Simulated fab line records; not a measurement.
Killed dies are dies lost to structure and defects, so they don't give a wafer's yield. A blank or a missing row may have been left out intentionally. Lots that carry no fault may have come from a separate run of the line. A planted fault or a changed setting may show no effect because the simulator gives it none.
Split-lot trial / flow n5-finfet / 7 lots, 21 wafers read, on a route of 1938 steps

## THE SPLIT
At N5_BEOL_M14_EXPOSE_07 (exposes mask V13), the setting dose-mj was moved away from the recipe's 57 on 5 of the 21 wafers read, by -6.1% to +7.3%. The other wafers ran this setting at the recipe's value.

## FROM THE SPLIT TO THE READING: what the file shows between them, 9 steps
- N5_BEOL_M14_PEB_08: peb time 90 s
- N5_BEOL_M14_DEVELOP_09: develop time 45 s
- N5_BEOL_M14_HARDBAKE_14: time 120 s
- N5_BEOL_M14_CD_MEAS_10: target cd 250 nm
- N5_BEOL_M14_ETCH_59: etches BARC in N2/H2, target depth 89 nm, overetch 26.7 nm, time 67.9 s (also split here: h2-flow-sccm)
- N5_BEOL_M14_VIA_ETCH_16: etches SiO2 in C4F8/O2/Ar, target depth 1231.3 nm
- N5_BEOL_M14_STRIP_63: strips in O2
- N5_BEOL_M14_STRIP_71: strips in post etch residue remover, time 60 s
- N5_BEOL_M14_SRD_72: time 30 s, dry time 30 s

## THE READING
cd-nm, in nm, at N5_BEOL_M14_CD_MEAS_17 (target cd 250 nm). Fault-free wafers of this fab line usually give 251.5 nm, standard deviation 1.9 nm.

wafer=L076.1; tool, chamber at the split=krf-scanner-02, 0; dose-mj as run=57; against the recipe=recipe; cd-nm, nm=254.0; against lot-mates on the recipe=-
wafer=L076.3; tool, chamber at the split=krf-scanner-02, 0; dose-mj as run=53.53; against the recipe=-6.1%; cd-nm, nm=243.9; against lot-mates on the recipe=-9.8
wafer=L076.6; tool, chamber at the split=krf-scanner-02, 0; dose-mj as run=57; against the recipe=recipe; cd-nm, nm=253.3; against lot-mates on the recipe=-
wafer=L075.1; tool, chamber at the split=krf-scanner-02, 0; dose-mj as run=57; against the recipe=recipe; cd-nm, nm=248.4; against lot-mates on the recipe=-
wafer=L075.5; tool, chamber at the split=krf-scanner-02, 0; dose-mj as run=61.16; against the recipe=+7.3%; cd-nm, nm=263.2; against lot-mates on the recipe=+12.9
wafer=L075.6; tool, chamber at the split=krf-scanner-02, 0; dose-mj as run=57; against the recipe=recipe; cd-nm, nm=252.1; against lot-mates on the recipe=-
wafer=L078.4; tool, chamber at the split=krf-scanner-02, 0; dose-mj as run=57; against the recipe=recipe; cd-nm, nm=253.7; against lot-mates on the recipe=-
wafer=L078.5; tool, chamber at the split=krf-scanner-02, 0; dose-mj as run=59.75; against the recipe=+4.8%; cd-nm, nm=258.1; against lot-mates on the recipe=+5.4
wafer=L078.6; tool, chamber at the split=krf-scanner-02, 0; dose-mj as run=57; against the recipe=recipe; cd-nm, nm=251.8; against lot-mates on the recipe=-
wafer=L081.2; tool, chamber at the split=krf-scanner-02, 0; dose-mj as run=57; against the recipe=recipe; cd-nm, nm=247.9; against lot-mates on the recipe=-
wafer=L081.4; tool, chamber at the split=krf-scanner-02, 0; dose-mj as run=57; against the recipe=recipe; cd-nm, nm=249.8; against lot-mates on the recipe=-
wafer=L081.5; tool, chamber at the split=krf-scanner-02, 0; dose-mj as run=57; against the recipe=recipe; cd-nm, nm=253.9; against lot-mates on the recipe=-
wafer=L085.1; tool, chamber at the split=krf-scanner-02, 0; dose-mj as run=57; against the recipe=recipe; cd-nm, nm=251.0; against lot-mates on the recipe=-
wafer=L085.3; tool, chamber at the split=krf-scanner-02, 0; dose-mj as run=57; against the recipe=recipe; cd-nm, nm=253.0; against lot-mates on the recipe=-
wafer=L085.5; tool, chamber at the split=krf-scanner-02, 0; dose-mj as run=57; against the recipe=recipe; cd-nm, nm=254.2; against lot-mates on the recipe=-
wafer=L090.1; tool, chamber at the split=krf-scanner-02, 0; dose-mj as run=60.64; against the recipe=+6.4%; cd-nm, nm=261.3; against lot-mates on the recipe=+8.6
wafer=L090.4; tool, chamber at the split=krf-scanner-02, 0; dose-mj as run=60.64; against the recipe=+6.4%; cd-nm, nm=262.7; against lot-mates on the recipe=+10.0
wafer=L090.5; tool, chamber at the split=krf-scanner-02, 0; dose-mj as run=57; against the recipe=recipe; cd-nm, nm=252.7; against lot-mates on the recipe=-
wafer=L095.1; tool, chamber at the split=krf-scanner-01, 0; dose-mj as run=57; against the recipe=recipe; cd-nm, nm=251.6; against lot-mates on the recipe=-
wafer=L095.2; tool, chamber at the split=krf-scanner-01, 0; dose-mj as run=57; against the recipe=recipe; cd-nm, nm=250.8; against lot-mates on the recipe=-
wafer=L095.3; tool, chamber at the split=krf-scanner-01, 0; dose-mj as run=57; against the recipe=recipe; cd-nm, nm=251.1; against lot-mates on the recipe=-

THE FIT
A straight line over all 21 wafers: cd-nm changes by +1.48 nm for each +1% of dose-mj; r = +0.93; the points scatter about the line by 1.8 nm.
The same after taking each lot's own level away (the mean of its wafers on the recipe; 21 wafers): +1.54 nm for each +1%; r = +0.95; scatter 1.5 nm.
The reading moves by 11 nm for the largest change in dose-mj, on that fit.
The lots' own levels span 250.25 to 253.65 nm, that is 1.8 times the standard deviation above.
So the lot-to-lot level changes the slope little: the two slopes agree.
Check: +10.4 nm against its lot-mates is what the line predicts for one of the wafers moved furthest among these (+7.3%) when that wafer is left out of the fit. It came out at +12.9 nm against them.

## THESE WAFERS: OTHER SPLITS
Other splits were also applied to these wafers ahead of the reading. Each is held against what the fit with the lots' levels taken away leaves over:
other split on the same wafers=N5_BEOL_M13_COAT_04 spin-rpm; wafers away from the commonest value=5; r with cd-nm (lot level and that fit taken away)=+0.23
other split on the same wafers=N5_BEOL_M14_ETCH_59 h2-flow-sccm; wafers away from the commonest value=6; r with cd-nm (lot level and that fit taken away)=+0.03

## THE WHOLE CHAIN: every reading that the file lists as answering this split, in the file's order
step=N5_BEOL_M14_CD_MEAS_10; what it does=target cd 250 nm; reading=cd-nm; change (the file's fit)=+1.69 nm for each +1% of the setting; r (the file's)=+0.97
step=N5_BEOL_M14_CD_MEAS_17; what it does=target cd 250 nm; reading=cd-nm; change (the file's fit)=+1.55 nm for each +1% of the setting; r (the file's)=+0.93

## THE FILE'S OWN FIT
cd-nm changes by +1.55 nm for each +1% of dose-mj, r = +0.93.
